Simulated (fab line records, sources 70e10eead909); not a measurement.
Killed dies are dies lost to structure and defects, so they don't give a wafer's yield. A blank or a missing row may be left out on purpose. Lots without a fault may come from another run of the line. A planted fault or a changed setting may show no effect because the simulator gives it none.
Tool commonality check | flow nand_harc | 12 lots, 39 wafers sampled

WHY IT WAS OPENED
At NHARC_P_ZERO_WELL_CD_MEAS_52 the reading cd_nm is flagged on 1 of 12 lots. Wafers without a fault read 1999.9 nm, standard deviation 2.6.
Rule: a lot is flagged when every wafer of it that has a number lies more than 4 standard deviations from that mean, or none has a number. The other lots count as sound.

lot  | measured     | on        | cd_nm (nm), wafer by wafer                | flag
L761 | day 2 14:43  | cd_sem-01 | 2001.5 1999.9 2001.5                      |
L762 | day 2 21:30  | cd_sem-02 | 2000.8 1998.5 1999.9                      |
L763 | day 3 07:55  | cd_sem-02 | 1995.2 1997.2 1997.2                      |
L764 | day 3 17:55  | cd_sem-03 | 2004.7 2005.3 2004.0                      |
L765 | day 4 04:04  | cd_sem-02 | 1920.9 1917.2 1917.0 1921.0 1916.8 1916.7 | FLAGGED
L766 | day 4 13:59  | cd_sem-02 | 1996.9 1996.1 1998.0                      |
L775 | day 8 08:02  | cd_sem-02 | 2000.0 2000.4 1999.1                      |
L776 | day 8 17:38  | cd_sem-03 | 2003.0 1997.1 1999.5                      |
L778 | day 9 13:37  | cd_sem-01 | 2001.6 2002.3 2002.3                      |
L780 | day 10 09:54 | cd_sem-01 | 2001.1 2001.8 2001.4                      |
L781 | day 10 19:58 | cd_sem-03 | 2003.4 2000.5 1998.0                      |
L782 | day 11 05:51 | cd_sem-03 | 1998.8 1999.6 1996.0                      |
The numbers of the flagged lots are 1918.3 nm on average: -81.6 nm against the usual, or -31 standard deviations.

WHICH TOOL RAN EACH LOT
The record holds 1 process step before the reading, out of a route of 1302 steps. In each cell: the tool, then ch and the chambers that the sampled wafers went through, then the start.
lot  | flag    | NHARC_P_ZERO_WELL_EXPOSE_49
L761 |         | krf_scanner-03 ch 0, day 2 14:33
L762 |         | krf_scanner-03 ch 0, day 2 21:21
L763 |         | krf_scanner-02 ch 0, day 3 07:45
L764 |         | krf_scanner-03 ch 0, day 3 17:46
L765 | FLAGGED | krf_scanner-01 ch 0, day 4 03:55
L766 |         | krf_scanner-02 ch 0, day 4 13:50
L775 |         | krf_scanner-01 ch 0, day 8 07:53
L776 |         | krf_scanner-01 ch 0, day 8 17:29
L778 |         | krf_scanner-02 ch 0, day 9 13:28
L780 |         | krf_scanner-01 ch 0, day 10 09:45
L781 |         | krf_scanner-01 ch 0, day 10 19:49
L782 |         | krf_scanner-01 ch 0, day 11 05:41
What these steps do:
- NHARC_P_ZERO_WELL_EXPOSE_49: exposes mask P HVPW, target cd 2000 nm.
- NHARC_P_ZERO_WELL_CD_MEAS_52: target cd 2000 nm.

FLAGGED OVER TOTAL, TOOL BY TOOL (the gauges that took the reading come last)
step                         | tool           | lots run | flagged | share of the flagged lots | sound lots run after its first flagged lot
NHARC_P_ZERO_WELL_EXPOSE_49  | krf_scanner-01 | 6        | 1       | all                       | 5 (L775,L776,L780,L781,L782)
NHARC_P_ZERO_WELL_EXPOSE_49  | krf_scanner-02 | 3        | 0       | none                      | -
NHARC_P_ZERO_WELL_EXPOSE_49  | krf_scanner-03 | 3        | 0       | none                      | -
NHARC_P_ZERO_WELL_CD_MEAS_52 | cd_sem-01      | 3        | 0       | none                      | -
NHARC_P_ZERO_WELL_CD_MEAS_52 | cd_sem-02      | 5        | 1       | all                       | 2 (L766,L775)
NHARC_P_ZERO_WELL_CD_MEAS_52 | cd_sem-03      | 4        | 0       | none                      | -

WHAT THE TABLE ALLOWS
2 rows of the table ran every flagged lot: krf_scanner-01 at NHARC_P_ZERO_WELL_EXPOSE_49, cd_sem-02 at NHARC_P_ZERO_WELL_CD_MEAS_52.
- krf_scanner-01 at NHARC_P_ZERO_WELL_EXPOSE_49: 1 of its 6 lots flagged. Sound lots ran on it after the first flagged one (L775, L776, L780, L781, L782), which a lasting fault on the whole tool wouldn't allow.
- cd_sem-02 at NHARC_P_ZERO_WELL_CD_MEAS_52: 1 of its 5 lots flagged. Sound lots ran on it after the first flagged one (L766, L775), which a lasting fault on the whole tool wouldn't allow.
No row of the table ran every flagged lot and no sound lot after the first.

WHAT THE SIMULATOR HAD PUT IN
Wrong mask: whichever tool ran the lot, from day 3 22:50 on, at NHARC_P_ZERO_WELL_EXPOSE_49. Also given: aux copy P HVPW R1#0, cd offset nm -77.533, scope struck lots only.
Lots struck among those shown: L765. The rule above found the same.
